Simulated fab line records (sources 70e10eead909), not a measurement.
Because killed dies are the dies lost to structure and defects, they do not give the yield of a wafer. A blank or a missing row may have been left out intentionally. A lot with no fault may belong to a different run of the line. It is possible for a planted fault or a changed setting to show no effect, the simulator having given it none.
Chamber matching + flow nand harc + NHARC_A_STAIRCASE_CMP_152 on cmp-02: 4 sister chambers
The step polishes. 4 wafers are shown with their chamber, then 12 later ones without.

== EACH WAFER AND ITS CHAMBER ==
| wafer  | chamber | motor current A (A) |
|--------|---------|---------------------|
| L082.1 | 2       | 12.2                |
| L089.1 | 0       | 13.0                |
| L089.2 | 1       | 12.6                |
| L089.3 | 3       | 11.3                |

== WAFERS WITHOUT THEIR CHAMBER ==
| wafer  | motor current A (A) |
|--------|---------------------|
| L091.2 | 12.2                |
| L091.4 | 12.5                |
| L091.5 | 12.3                |
| L091.1 | 13.1                |
| L091.3 | 13.1                |
| L091.6 | 12.7                |
| L093.1 | 13.3                |
| L093.2 | 12.2                |
| L093.5 | 12.7                |
| L095.1 | 13.1                |
| L095.2 | 10.9                |
| L095.5 | 12.3                |

== WHICH CHAMBER EACH WENT THROUGH ==
| wafer  | from the rows above     | in truth                   |
|--------|-------------------------|----------------------------|
| L091.2 | 2                       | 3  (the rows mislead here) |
| L091.4 | can't be placed: 1 or 2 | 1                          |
| L091.5 | can't be placed: 2 or 1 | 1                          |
| L091.1 | 0                       | 0                          |
| L091.3 | 0                       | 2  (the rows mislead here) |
| L091.6 | can't be placed: 1 or 0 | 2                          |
| L093.1 | 0                       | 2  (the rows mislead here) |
| L093.2 | 2                       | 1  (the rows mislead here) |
| L093.5 | can't be placed: 1 or 0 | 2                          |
| L095.1 | 0                       | 0                          |
| L095.2 | 3                       | 3                          |
| L095.5 | can't be placed: 2 or 1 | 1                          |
Correctly placed: 3 of 12. Cannot be placed on the basis of these rows: 5; the candidates contain the true chamber in 3. Wrongly placed: 4.
How it was worked out, from the rows above alone: a wafer's distance from a chamber is the root of the sum, over the readings, of the square of ((its reading less the chamber's mean) divided by the reading's scatter). The wafer belongs to the nearest chamber; if the next one is less than 2 further off, it can't be placed. Each chamber's mean is taken over the wafers shown for it. The scatter (one wafer shown for each chamber): square how far every hidden wafer sits from the nearest shown wafer, average those squares and take the square root.
